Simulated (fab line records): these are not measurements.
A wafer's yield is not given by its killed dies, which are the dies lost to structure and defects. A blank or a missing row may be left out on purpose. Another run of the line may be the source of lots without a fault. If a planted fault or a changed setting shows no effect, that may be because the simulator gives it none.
fab line records | flow n5_finfet
record lots=5 | wafers=15 | last_day=18
route steps=1938 shown MOL_CONTACT_COAG@551 BEOL_M4@1111 PASSIVATION@1936
lots with no fault: from the same line, run without faults
start_h: hours from the record's opening day to when the first of the lot's shown wafers began | wait_h: hours from the lot's prior step to this one | " repeats the value in the row above | L1.1+2: a single row standing in for several wafers | - no value present, or no start provided | * or withheld: withheld | < > ~ a bound
route shown NAME@n: a module of which the file shows steps, and the number in the route of the first | usual: mean/standard deviation taken from wafers without a fault | same: alike in all rows | chamber/n: place in a boat | sites: readings site by site | _std_site: standard deviation of those values | _edge_site: outer sites' mean less inner sites' | radius_mm: how far each site lies from the wafer's centre | mask NAME#n: copy n | behind: the last tool/chamber to shape the wafer | hold: cause of the lot's hold/its duration in hours/its outcome | device: the transistor (n, p or np) that didn't switch | end of line: the route-end tests of the same wafers | a step without rows: its recipe alone | killed: not the wafer's yield, but the dies lost to structure and defects at the first sort | map: shows each die of a wafer: x if killed, . if not, _ if none is there
set.NAME: setting as actually run; set.NAME@STEP: the setting as run at that earlier step | model.NAME: the simulator's own value behind a step, which no gauge read
lots seen at some steps along the route; tables by step, rows by wafer
services: a tool's chamber out of use, with start hour (start_h, from the record's first day; less than 0 if before it), hours out, and reason
## steps
# step N5_MOL_CONTACT_COAG_SPUTTER_130
# recipe material=Co | target_thk_a=475 | temp_c=25 | chamber_pressure_pa=0.5 | power_w=3000
# step N5_MOL_CONTACT_COAG_PRECLEAN_125
# recipe chemistry=DIW | time_s=57.5 | temp_c=23
# step N5_MOL_CONTACT_COAG_SRD_126
# recipe dry_time_s=32 | dry=n2_spin | spin_rpm=1500
# step N5_MOL_CONTACT_COAG_CMP_23
# recipe stop_on=SiO2 | t_overpolish_s=1.5 | post_cmp_clean=cu_alkaline | down_force_psi=2 | platen_rpm=50.289 | pad_velocity_m_s=1.0006 | target_thk_nm=0
# step N5_MOL_CONTACT_COAG_WET_ETCH_26
# recipe target=Co | target_depth_nm=13
# step N5_MOL_CONTACT_COAG_WET_ETCH_116
# recipe chemistry=SC1-inhibited | target_depth_nm=4.6 | dry=ipa_marangoni | rinse_time_s=30 | rinse_temp_c=23
# step N5_MOL_CONTACT_COAG_ALD_27
# recipe material=SiOC | target_thk_a=170 | temp_c=400 | ald_precursor_family=carbosiloxane | ald_co_reactant=H2-plasma | pulse_time_s=1.5 | time_s=2720 | purge_time_s=2 | co_reactant_purge_time_s=2 | ald_cycles=340 | pressure_torr=2
# step N5_MOL_CONTACT_COAG_CMP_28
# recipe stop_on=SiNx | t_overpolish_s=0.85 | post_cmp_clean=alkaline_brush | down_force_psi=4.15 | platen_rpm=51.8 | pad_velocity_m_s=1.0307 | target_thk_nm=14.522
# step N5_MOL_CONTACT_COAG_ALD_123
# recipe material=SiNx | target_thk_a=50 | temp_c=400 | ald_precursor_family=SiH2I2 | ald_co_reactant=N2/H2-plasma | pulse_time_s=1 | purge_time_s=2 | co_reactant_purge_time_s=2 | ald_cycles=100 | pressure_torr=2
# step N5_MOL_CONTACT_COAG_PECVD_31
# recipe material=SiO2 | target_thk_a=460 | temp_c=400 | precursor=TEOS/O2 | pressure_torr=6.5 | rf_w=withheld | teos_flow_sccm=withheld | gas=O2 | flow_sccm=2650 | time_s=8.9
# usual chamber_pressure_Torr=6.502/0.013
lot.wafer | tool     | chamber | start_h | wait_h | chamber_pressure_Torr | since_wet_clean_h
L453.2    | pecvd-01 | 2       | 140.00  | 0.3    | -                     | -
L453.4    | "        | 2       | "       | "      | -                     | -
L453.5    | "        | 1       | "       | "      | -                     | -
L454.2    | pecvd-03 | 1       | 148.03  | 0.3    | -                     | -
L454.5    | "        | 1       | "       | "      | -                     | -
L454.6    | "        | 2       | "       | "      | -                     | -
L455.1    | pecvd-04 | 0       | 154.38  | 0.3    | -                     | -
L455.4    | "        | 0       | "       | "      | -                     | -
L455.5    | "        | 1       | "       | "      | -                     | -
L465.2    | pecvd-04 | 2       | 215.04  | 0.3    | 6.493                 | 165
L465.3    | "        | 0       | "       | "      | 6.503                 | 919
L465.6    | "        | 1       | "       | "      | 6.518                 | -
L469.1    | pecvd-01 | 1       | 239.72  | 0.3    | 6.515                 | 1850
L469.3    | "        | 1       | "       | "      | 6.504                 | -
L469.6    | "        | 2       | "       | "      | 6.495                 | -
# step N5_MOL_CONTACT_COAG_COAT_75
# recipe resist=SOC | temp_c=250 | time_s=60 | spin_rpm=1500 | resist_thk_nm=60
# step N5_MOL_CONTACT_COAG_COAT_76
# recipe resist=SiARC | temp_c=220 | time_s=60 | spin_rpm=1500 | resist_thk_nm=10
# step N5_MOL_CONTACT_COAG_COAT_77
# recipe resist=underlayer | temp_c=205 | time_s=60 | spin_rpm=1500 | resist_thk_nm=10
# step N5_MOL_CONTACT_COAG_COAT_78
# recipe resist=CAR-EUV | spin_rpm=1500 | resist_thk_nm=40
# step N5_MOL_CONTACT_COAG_EBR_80
# recipe solvent=PGMEA | ebr_width_mm=1.5
# step N5_MOL_CONTACT_COAG_SOFTBAKE_79
# recipe temp_c=110 | time_s=60 | resist=CAR-EUV
# step N5_MOL_CONTACT_COAG_EXPOSE_81
# recipe mask_id=VG | na=0.33 | source_shape=annular | sigma_inner=0.3 | sigma_outer=0.7 | polarization=unpolarized | defocus_nm=0 | dose_mj=59.5
# step N5_MOL_CONTACT_COAG_PEB_82
# recipe peb_temp_c=100 | peb_time_s=60 | resist=CAR-EUV
# step N5_MOL_CONTACT_COAG_DEVELOP_83
# recipe develop_time_s=30 | developer=TMAH | resist=CAR-EUV | rinse_liquid=surfactant_rinse | dry=air_spin | dev_temp_c=23
# step N5_MOL_CONTACT_COAG_DESCUM_88
# recipe chemistry=O2 | time_s=7 | source_power_w=50 | bias_power_w=20 | pressure_mtorr=20 | rf_frequency_hz=2.712e+07 | temp_c=40 | resist=CAR-EUV | o2_flow_sccm=225
# step N5_MOL_CONTACT_COAG_ETCH_89
# recipe chemistry=N2/H2 | target=underlayer | target_depth_a=130 | mask_material=CAR-EUV | time_s=10.4 | ion_energy_ev=200 | pressure_mtorr=30 | source_w=840 | bias_w=150 | n2_flow_sccm=200 | h2_flow_sccm=200 | ends=cleared
# step N5_MOL_CONTACT_COAG_ETCH_90
# recipe chemistry=CF4 | target=SiARC | target_depth_a=130 | mask_material=CAR-EUV | time_s=21.7 | ion_energy_ev=80 | pressure_mtorr=40 | source_w=545 | bias_w=36 | Ar_flow_sccm=100 | cf4_flow_sccm=100 | ends=cleared
# step N5_MOL_CONTACT_COAG_ALD_131
# recipe material=SiO2 | target_thk_a=50 | temp_c=100 | ald_precursor_family=BDEAS | ald_co_reactant=O2-plasma | pulse_time_s=1 | co_reactant_pulse_time_s=1 | purge_time_s=2 | co_reactant_purge_time_s=2 | ald_cycles=35 | pressure_torr=2
# step N5_MOL_CONTACT_COAG_ETCHBACK_132
# recipe chemistry=CHF3 | target=SiO2 | target_depth_a=100 | time_s=6.7 | ion_energy_ev=200 | pressure_mtorr=30 | source_w=610 | bias_w=170 | Ar_flow_sccm=200 | CHF3_flow_sccm=50
# step N5_MOL_CONTACT_COAG_ETCH_91
# recipe chemistry=N2/H2 | target=SOC | target_depth_a=600 | overetch_a=210 | mask_material=SiARC | temp_c=40 | time_s=101.2 | ion_energy_ev=200 | pressure_mtorr=30 | source_w=840 | bias_w=150 | n2_flow_sccm=200 | h2_flow_sccm=200
# step N5_MOL_CONTACT_COAG_STRIP_92
# recipe chemistry=N2/H2 | temp_c=40 | n2_flow_sccm=200 | h2_flow_sccm=200 | rf_frequency_hz=6e+07
# step N5_MOL_CONTACT_COAG_STRIP_93
# recipe chemistry=N2/H2 | temp_c=40 | n2_flow_sccm=200 | h2_flow_sccm=200 | rf_frequency_hz=6e+07
# step N5_MOL_CONTACT_COAG_ETCHBACK_135
# recipe chemistry=CHF3 | target=SiO2 | target_depth_a=250 | time_s=16.7 | ion_energy_ev=200 | pressure_mtorr=30 | source_w=610 | bias_w=170 | Ar_flow_sccm=200 | CHF3_flow_sccm=50
# step N5_MOL_CONTACT_COAG_STRIP_118
# recipe chemistry=CHF3 | resist=SiARC | rf_frequency_hz=6e+07
# step N5_MOL_CONTACT_COAG_VIA_ETCH_46
# recipe chemistry=C4F6/O2 | target_depth_a=460 | overetch_a=92 | mask_material=SOC | target=SiO2 | bias_w=455 | pressure_mtorr=10 | time_s=40 | source_w=325 | Ar_flow_sccm=300 | C4F6_flow_sccm=10 | O2_flow_sccm=10 | ion_energy_ev=575.3 | ends=end_point
# step N5_MOL_CONTACT_COAG_STRIP_96
# recipe chemistry=N2/H2 | power_w=500 | temp_c=40 | pressure_mtorr=50 | rf_frequency_hz=6e+07 | overash_fraction=0.3 | bias_power_w=28 | h2_frac=0.5 | n2_flow_sccm=300 | h2_flow_sccm=300
# step N5_MOL_CONTACT_COAG_ETCH_47
# recipe chemistry=CH3F/O2 | target=SiNx | target_depth_a=270 | mask_material=SiO2 | stop_on=W | over_etch_frac=0.2 | ion_energy_ev=120 | endpoint=OES-CN | pressure_mtorr=30 | source_w=395 | bias_w=73 | Ar_flow_sccm=150 | CH3F_flow_sccm=30 | O2_flow_sccm=20 | ends=end_point
# step N5_MOL_CONTACT_COAG_STRIP_119
# recipe chemistry=N2/H2 | time_s=30 | power_w=1000 | temp_c=250 | pressure_mtorr=withheld | n2_flow_sccm=1750 | h2_flow_sccm=3250
# step N5_MOL_CONTACT_COAG_PRECLEAN_144
# recipe chemistry=alkaline_clean | temp_c=60 | time_s=60 | do_ppb=50
# step N5_MOL_CONTACT_COAG_SRD_145
# recipe dry=ipa_marangoni | time_s=30 | temp_c=23 | rinse_liquid=diw
# step N5_MOL_CONTACT_COAG_CD_MEAS_137
# recipe target_cd_nm=16
# usual cd_nm=16.0/0.44
lot.wafer | tool      | chamber | start_h | wait_h | cd_nm
L453.2    | cd_sem-02 | -       | 141.81  | 0.0    | -
L453.4    | "         | -       | "       | "      | -
L453.5    | "         | -       | "       | "      | -
L454.2    | cd_sem-03 | -       | 149.30  | 0.0    | -
L454.5    | "         | -       | "       | "      | -
L454.6    | "         | -       | "       | "      | -
L455.1    | cd_sem-01 | -       | 155.77  | 0.0    | -
L455.4    | "         | -       | "       | "      | -
L455.5    | "         | -       | "       | "      | -
L465.2    | cd_sem-01 | -       | 216.68  | 0.0    | 15.5
L465.3    | "         | -       | "       | "      | 16.3
L465.6    | "         | -       | "       | "      | 15.9
L469.1    | cd_sem-01 | -       | 241.78  | 0.0    | 15.2
L469.3    | "         | -       | "       | "      | 15.7
L469.6    | "         | -       | "       | "      | 15.7
# step N5_MOL_CONTACT_COAG_INSPECT_42
# recipe mode=adi | inspect_instrument=brightfield
# usual raw_defect_count=200/48
lot.wafer | tool              | chamber | start_h | wait_h | raw_defect_count
L453.2    | defect_inspect-02 | -       | 142.21  | 0.0    | 2007
L453.4    | "                 | -       | "       | "      | 1990
L453.5    | "                 | -       | "       | "      | 2001
L454.2    | defect_inspect-01 | -       | 149.83  | 0.0    | 1864
L454.5    | "                 | -       | "       | "      | 2032
L454.6    | "                 | -       | "       | "      | 1995
L455.1    | defect_inspect-02 | -       | 156.30  | 0.1    | 1915
L455.4    | "                 | -       | "       | "      | 2064
L455.5    | "                 | -       | "       | "      | 1988
L465.2    | defect_inspect-01 | -       | 217.09  | 0.0    | 241
L465.3    | "                 | -       | "       | "      | 219
L465.6    | "                 | -       | "       | "      | 294
L469.1    | defect_inspect-01 | -       | 242.19  | 0.1    | 172
L469.3    | "                 | -       | "       | "      | 290
L469.6    | "                 | -       | "       | "      | 244
# step N5_BEOL_M4_RC_MEAS_101
# usual DIBL_N=36.2/2.2 | DIBL_P=36.5/3 | IOFF_N=0.16/0.039 | IOFF_P=0.22/0.047 | ION_N=675/15 | ION_P=463/10 | SS_N=71.6/0.71 | SS_P=73.4/0.94 | VT_N=250/3.6 | VT_P=-250/3.9
lot.wafer | tool      | chamber | start_h | wait_h | DIBL_N[mV/V] | DIBL_P[mV/V] | IOFF_N[nA/um] | IOFF_P[nA/um] | ION_N[uA/um] | ION_P[uA/um] | SS_N[mV/dec] | SS_P[mV/dec] | VT_N[mV] | VT_P[mV]
L465.2    | prober-02 | 0       | 289.77  | 0.2    | 34.5         | 34.9         | 0.15          | 0.23          | 695          | 480          | 71.0         | 72.4         | 246      | -243
L465.3    | "         | 0       | "       | "      | 35.0         | 35.5         | 0.16          | 0.24          | 670          | 475          | 71.6         | 73.1         | 247      | -246
L465.6    | "         | 0       | "       | "      | 32.6         | 32.1         | 0.12          | 0.19          | 646          | 457          | 70.8         | 72.4         | 252      | -247
L469.1    | prober-01 | 0       | 320.94  | 0.0    | 35.6         | 36.6         | 0.16          | 0.21          | 669          | 460          | 72.2         | 72.8         | 250      | -250
L469.3    | "         | 0       | "       | "      | 35.7         | 37.9         | 0.18          | 0.23          | 693          | 476          | 71.6         | 73.7         | 247      | -250
L469.6    | "         | 0       | "       | "      | 36.3         | 39.2         | 0.19          | 0.26          | 685          | 473          | 72.2         | 73.8         | 248      | -248
# step N5_PASSIVATION_PROBE_49
# usual defect_limited_yield=91.5/1.5 | killed_at_M0_to_M3=32/10 | killed_at_M4_up=13/4.9 | killed_at_contacts=13/6.1 | killed_at_front_end=38/11 | killed_at_other=3/3.2 | killed_dies=101/18 | killed_on_rim=13/4.4 | killed_open=66/13 | killed_short=32/8.3 | sort_bin_5_function=5.0/1 | sort_bin_6_memory=3.2/0.74 | sort_bin_8_speed=0.1/1.1 | sort_n_pass=1078/22
# same gross_dies=1180 | killed_at_back_side=0 | sort_bin_4_leakage[%]=0
lot.wafer | tool      | chamber | start_h | wait_h | defect_limited_yield[%] | killed_at_M0_to_M3 | killed_at_M4_up | killed_at_contacts | killed_at_front_end | killed_at_other | killed_dies | killed_on_rim | killed_open | killed_short | sort_bin_5_function[%] | sort_bin_6_memory[%] | sort_bin_8_speed[%] | sort_n_pass
L453.2    | prober-02 | -       | 326.77  | 0.1    | 0                       | 5                  | 0               | 1163               | 11                  | 1               | 1180        | 152           | 16          | 8            | 70.8                   | 3.4                  | 0                   | 0
L453.4    | prober-02 | -       | 326.87  | 0.2    | 0                       | 7                  | 4               | 1165               | 4                   | 0               | 1180        | 152           | 15          | 7            | 74.4                   | 3.0                  | 0                   | 0
L453.5    | prober-02 | -       | 326.92  | 0.2    | 0                       | 12                 | 2               | 1159               | 7                   | 0               | 1180        | 152           | 15          | 9            | 72.5                   | 2.6                  | 0                   | 0
L454.2    | prober-02 | -       | 329.46  | 0.1    | 0                       | 6                  | 3               | 1164               | 7                   | 0               | 1180        | 152           | 13          | 7            | 71.6                   | 3.4                  | 0                   | 0
L454.5    | prober-02 | -       | 329.61  | 0.2    | 0                       | 5                  | 1               | 1169               | 5                   | 0               | 1180        | 152           | 6           | 9            | 73.1                   | 2.9                  | 0                   | 0
L454.6    | prober-02 | -       | 329.66  | 0.3    | 0                       | 4                  | 2               | 1165               | 9                   | 0               | 1180        | 152           | 12          | 4            | 74.4                   | 3.1                  | 0                   | 0
L455.1    | prober-01 | -       | 333.57  | 0.2    | 0                       | 10                 | 2               | 1164               | 4                   | 0               | 1180        | 152           | 13          | 3            | 73.7                   | 3.3                  | 0                   | 0
L455.4    | prober-01 | -       | 333.72  | 0.4    | 0                       | 7                  | 2               | 1163               | 7                   | 1               | 1180        | 152           | 9           | 8            | 73.0                   | 2.7                  | 0                   | 0
L455.5    | prober-01 | -       | 333.77  | 0.4    | 0                       | 8                  | 0               | 1165               | 7                   | 0               | 1180        | 152           | 14          | 3            | 72.8                   | 3.0                  | 0                   | 0
L465.2    | prober-01 | -       | 406.21  | 0.1    | 91.9                    | 35                 | 14              | 5                  | 36                  | 5               | 95          | 15            | 67          | 28           | 4.9                    | 2.9                  | 0                   | 1085
L465.3    | prober-01 | -       | 406.26  | 0.1    | 92.2                    | 30                 | 10              | 16                 | 35                  | 1               | 92          | 7             | 67          | 16           | 3.9                    | 3.1                  | 0                   | 1088
L465.6    | prober-01 | -       | 406.41  | 0.3    | 92.2                    | 36                 | 8               | 11                 | 35                  | 2               | 92          | 12            | 59          | 32           | 4.4                    | 3.1                  | 0.4                 | 1083
# killed by level:class
L453.2 MOL_CONTACT_COAG:lost_pattern=1151 MOL_CONTACT_COAG:geometric_particle:open=6 MOL_CONTACT_COAG:area_pecvd=5 STI_FIN_REVEAL:geometric_particle:open=3 FIN_SAQP:geometric_particle:open=2 FIN_SAQP:geometric_particle:short=2 GATE_CUT:geometric_particle:short=2 BEOL_M3:geometric_particle:open=2
L453.4 MOL_CONTACT_COAG:lost_pattern=1154 MOL_CONTACT_COAG:geometric_particle:open=6 MOL_CONTACT_COAG:area_pecvd=4 BEOL_M3:geometric_particle:open=3 STI_FIN_REVEAL:geometric_particle:open=2 BEOL_M0_SAQP:geometric_particle:short=2 FIN_SAQP:geometric_particle:short=1 STI_FIN_REVEAL:geometric_particle:short=1
L453.5 MOL_CONTACT_COAG:lost_pattern=1150 MOL_CONTACT_COAG:area_pecvd=6 STI_FIN_REVEAL:geometric_particle:open=5 BEOL_M0_SAQP:geometric_particle:short=4 BEOL_M2:geometric_particle:short=3 MOL_CONTACT_COAG:geometric_particle:open=3 BEOL_M0_SAQP:geometric_particle:open=3 STI_FIN_REVEAL:geometric_particle:short=1
L454.2 MOL_CONTACT_COAG:lost_pattern=1154 MOL_CONTACT_COAG:area_pecvd=6 FIN_SAQP:geometric_particle:short=3 MOL_CONTACT_COAG:geometric_particle:open=3 BEOL_M0_SAQP:geometric_particle:open=2 BEOL_M3:geometric_particle:open=2 BEOL_M4:geometric_particle:open=2 STI_FIN_REVEAL:geometric_particle:open=1
L454.5 MOL_CONTACT_COAG:lost_pattern=1163 MOL_CONTACT_COAG:geometric_particle:open=3 GATE_CUT:geometric_particle:short=2 BEOL_M0_SAQP:geometric_particle:short=2 MOL_CONTACT_COAG:area_pecvd=2 FIN_SAQP:geometric_particle:short=1 STI_FIN_REVEAL:geometric_particle:open=1 MOL_CONTACT_COAG:geometric_particle:short=1
L454.6 MOL_CONTACT_COAG:lost_pattern=1158 MOL_CONTACT_COAG:area_pecvd=6 STI_FIN_REVEAL:geometric_particle:open=5 DUMMY_GATE:geometric_particle:open=2 BEOL_M0_SAQP:geometric_particle:open=2 BEOL_M0_SAQP:geometric_particle:short=2 FIN_SAQP:geometric_particle:open=1 DUMMY_GATE:geometric_particle:short=1
L455.1 MOL_CONTACT_COAG:lost_pattern=1157 MOL_CONTACT_COAG:area_pecvd=7 BEOL_M0:geometric_particle:open=3 BEOL_M2:geometric_particle:open=3 BEOL_M3:geometric_particle:open=2 FIN_SAQP:geometric_particle:short=1 STI_FIN_REVEAL:geometric_particle:open=1 BEOL_M0_SAQP:geometric_particle:open=1
L455.4 MOL_CONTACT_COAG:lost_pattern=1160 FIN_SAQP:geometric_particle:short=3 MOL_CONTACT_COAG:area_pecvd=3 BEOL_M0_SAQP:geometric_particle:open=2 BEOL_M0_SAQP:geometric_particle:short=2 BEOL_M2:geometric_particle:open=2 STI_FIN_REVEAL:geometric_particle:short=1 STI_FIN_REVEAL:geometric_particle:open=1
L455.5 MOL_CONTACT_COAG:lost_pattern=1160 MOL_CONTACT_COAG:area_pecvd=3 FIN_SAQP:geometric_particle:open=2 DUMMY_GATE:geometric_particle:open=2 BEOL_M0_SAQP:geometric_particle:open=2 BEOL_M1:geometric_particle:open=2 BEOL_M3:geometric_particle:open=2 FIN_SAQP:geometric_particle:short=1
L465.2 STI_FIN_REVEAL:geometric_particle:open=15 BEOL_M3:geometric_particle:open=10 BEOL_M1:geometric_particle:open=8 GATE_CUT:geometric_particle:short=6 BEOL_M4:geometric_particle:open=6 MOL_CONTACT_COAG:geometric_particle:open=4 BEOL_M0_SAQP:geometric_particle:open=4 BEOL_M0_SAQP:geometric_particle:short=4
L465.3 STI_FIN_REVEAL:geometric_particle:open=14 MOL_CONTACT_COAG:geometric_particle:open=14 BEOL_M1:geometric_particle:open=10 HKMG_FIN:area_etch=9 BEOL_M0_SAQP:geometric_particle:open=7 BEOL_M0_SAQP:geometric_particle:short=5 BEOL_M2:geometric_particle:open=5 BEOL_M4:geometric_particle:open=4
L465.6 STI_FIN_REVEAL:geometric_particle:open=11 FIN_SAQP:geometric_particle:short=10 BEOL_M3:geometric_particle:open=9 FIN_SAQP:geometric_particle:open=8 BEOL_M0_SAQP:geometric_particle:open=7 MOL_CONTACT_COAG:geometric_particle:open=6 BEOL_M1:geometric_particle:open=6 MOL_CONTACT_COAG:geometric_particle:short=5
# map L453.2 (x killed, . not)
_________________xxxxxxxxxxxx________________
______________xxxxxxxxxxxxxxxxxx_____________
___________xxxxxxxxxxxxxxxxxxxxxxxx__________
__________xxxxxxxxxxxxxxxxxxxxxxxxxx_________
________xxxxxxxxxxxxxxxxxxxxxxxxxxxxxx_______
_______xxxxxxxxxxxxxxxxxxxxxxxxxxxxxxxx______
______xxxxxxxxxxxxxxxxxxxxxxxxxxxxxxxxxx_____
_____xxxxxxxxxxxxxxxxxxxxxxxxxxxxxxxxxxxx____
____xxxxxxxxxxxxxxxxxxxxxxxxxxxxxxxxxxxxxx___
___xxxxxxxxxxxxxxxxxxxxxxxxxxxxxxxxxxxxxxxx__
___xxxxxxxxxxxxxxxxxxxxxxxxxxxxxxxxxxxxxxxx__
__xxxxxxxxxxxxxxxxxxxxxxxxxxxxxxxxxxxxxxxxxx_
__xxxxxxxxxxxxxxxxxxxxxxxxxxxxxxxxxxxxxxxxxx_
_xxxxxxxxxxxxxxxxxxxxxxxxxxxxxxxxxxxxxxxxxxxx
_xxxxxxxxxxxxxxxxxxxxxxxxxxxxxxxxxxxxxxxxxxxx
_xxxxxxxxxxxxxxxxxxxxxxxxxxxxxxxxxxxxxxxxxxxx
_xxxxxxxxxxxxxxxxxxxxxxxxxxxxxxxxxxxxxxxxxxxx
_xxxxxxxxxxxxxxxxxxxxxxxxxxxxxxxxxxxxxxxxxxxx
_xxxxxxxxxxxxxxxxxxxxxxxxxxxxxxxxxxxxxxxxxxxx
_xxxxxxxxxxxxxxxxxxxxxxxxxxxxxxxxxxxxxxxxxxxx
_xxxxxxxxxxxxxxxxxxxxxxxxxxxxxxxxxxxxxxxxxxxx
__xxxxxxxxxxxxxxxxxxxxxxxxxxxxxxxxxxxxxxxxxx_
__xxxxxxxxxxxxxxxxxxxxxxxxxxxxxxxxxxxxxxxxxx_
___xxxxxxxxxxxxxxxxxxxxxxxxxxxxxxxxxxxxxxxx__
___xxxxxxxxxxxxxxxxxxxxxxxxxxxxxxxxxxxxxxxx__
____xxxxxxxxxxxxxxxxxxxxxxxxxxxxxxxxxxxxxx___
_____xxxxxxxxxxxxxxxxxxxxxxxxxxxxxxxxxxxx____
______xxxxxxxxxxxxxxxxxxxxxxxxxxxxxxxxxx_____
_______xxxxxxxxxxxxxxxxxxxxxxxxxxxxxxxx______
________xxxxxxxxxxxxxxxxxxxxxxxxxxxxxx_______
__________xxxxxxxxxxxxxxxxxxxxxxxxxx_________
___________xxxxxxxxxxxxxxxxxxxxxxxx__________
______________xxxxxxxxxxxxxxxxxx_____________
_________________xxxxxxxxxxxx________________
# map L454.2 (x killed, . not)
_________________xxxxxxxxxxxx________________
______________xxxxxxxxxxxxxxxxxx_____________
___________xxxxxxxxxxxxxxxxxxxxxxxx__________
__________xxxxxxxxxxxxxxxxxxxxxxxxxx_________
________xxxxxxxxxxxxxxxxxxxxxxxxxxxxxx_______
_______xxxxxxxxxxxxxxxxxxxxxxxxxxxxxxxx______
______xxxxxxxxxxxxxxxxxxxxxxxxxxxxxxxxxx_____
_____xxxxxxxxxxxxxxxxxxxxxxxxxxxxxxxxxxxx____
____xxxxxxxxxxxxxxxxxxxxxxxxxxxxxxxxxxxxxx___
___xxxxxxxxxxxxxxxxxxxxxxxxxxxxxxxxxxxxxxxx__
___xxxxxxxxxxxxxxxxxxxxxxxxxxxxxxxxxxxxxxxx__
__xxxxxxxxxxxxxxxxxxxxxxxxxxxxxxxxxxxxxxxxxx_
__xxxxxxxxxxxxxxxxxxxxxxxxxxxxxxxxxxxxxxxxxx_
_xxxxxxxxxxxxxxxxxxxxxxxxxxxxxxxxxxxxxxxxxxxx
_xxxxxxxxxxxxxxxxxxxxxxxxxxxxxxxxxxxxxxxxxxxx
_xxxxxxxxxxxxxxxxxxxxxxxxxxxxxxxxxxxxxxxxxxxx
_xxxxxxxxxxxxxxxxxxxxxxxxxxxxxxxxxxxxxxxxxxxx
_xxxxxxxxxxxxxxxxxxxxxxxxxxxxxxxxxxxxxxxxxxxx
_xxxxxxxxxxxxxxxxxxxxxxxxxxxxxxxxxxxxxxxxxxxx
_xxxxxxxxxxxxxxxxxxxxxxxxxxxxxxxxxxxxxxxxxxxx
_xxxxxxxxxxxxxxxxxxxxxxxxxxxxxxxxxxxxxxxxxxxx
__xxxxxxxxxxxxxxxxxxxxxxxxxxxxxxxxxxxxxxxxxx_
__xxxxxxxxxxxxxxxxxxxxxxxxxxxxxxxxxxxxxxxxxx_
___xxxxxxxxxxxxxxxxxxxxxxxxxxxxxxxxxxxxxxxx__
___xxxxxxxxxxxxxxxxxxxxxxxxxxxxxxxxxxxxxxxx__
____xxxxxxxxxxxxxxxxxxxxxxxxxxxxxxxxxxxxxx___
_____xxxxxxxxxxxxxxxxxxxxxxxxxxxxxxxxxxxx____
______xxxxxxxxxxxxxxxxxxxxxxxxxxxxxxxxxx_____
_______xxxxxxxxxxxxxxxxxxxxxxxxxxxxxxxx______
________xxxxxxxxxxxxxxxxxxxxxxxxxxxxxx_______
__________xxxxxxxxxxxxxxxxxxxxxxxxxx_________
___________xxxxxxxxxxxxxxxxxxxxxxxx__________
______________xxxxxxxxxxxxxxxxxx_____________
_________________xxxxxxxxxxxx________________
## services
tool     | chamber | start_h | hours | kind
pecvd-01 | -       | 120.19  | 2.0   | repair
pecvd-01 | -       | 126.90  | 0.9   | repair
pecvd-04 | -       | 170.44  | 0.4   | repair
pecvd-03 | 1       | 184.02  | 19.0  | repair
pecvd-04 | -       | 190.11  | 0.7   | repair
pecvd-03 | 2       | 203.09  | -     | clean
pecvd-03 | 2       | 203.09  | -     | consumable_replace:showerhead
pecvd-03 | 2       | 203.09  | 29.0  | scheduled_down
pecvd-03 | 2       | 203.09  | 29.0  | vent_cycle
pecvd-04 | 2       | 206.38  | 3.8   | repair
pecvd-01 | 0       | 235.44  | 5.5   | scheduled_down
## key
first_sign step=N5_MOL_CONTACT_COAG_PECVD_31 | reading=tool_record | direction=missing
effect step=N5_MOL_CONTACT_COAG_CD_MEAS_137 | reading=cd_nm | direction=missing
effect step=N5_MOL_CONTACT_COAG_INSPECT_42 | reading=raw_defect_count | direction=up | sigmas=38 | usual=200 | struck=1984
effect step=N5_PASSIVATION_PROBE_49 | reading=killed_at_contacts | direction=up | sigmas=99+ | usual=13 | struck=1164
met_at N5_MOL_CONTACT_COAG_PECVD_31
struck_wafers L453.2,L453.4,L453.5,L454.2,L454.5,L454.6,L455.1,L455.4,L455.5
later_rows_left_out L453.2,L453.4,L453.5,L454.2,L454.5,L454.6,L455.1,L455.4,L455.5
fault kind=skipped_step_whole | tool=pecvd-01,pecvd-03,pecvd-04 | chamber=- | onset_h=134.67 | steps=N5_MOL_CONTACT_COAG_PECVD_31 | scope=struck_lots_only
# later_rows_left_out: the simulator's readings of these wafers behind a module that went badly wrong aren't trusted and aren't shown, but for the sort
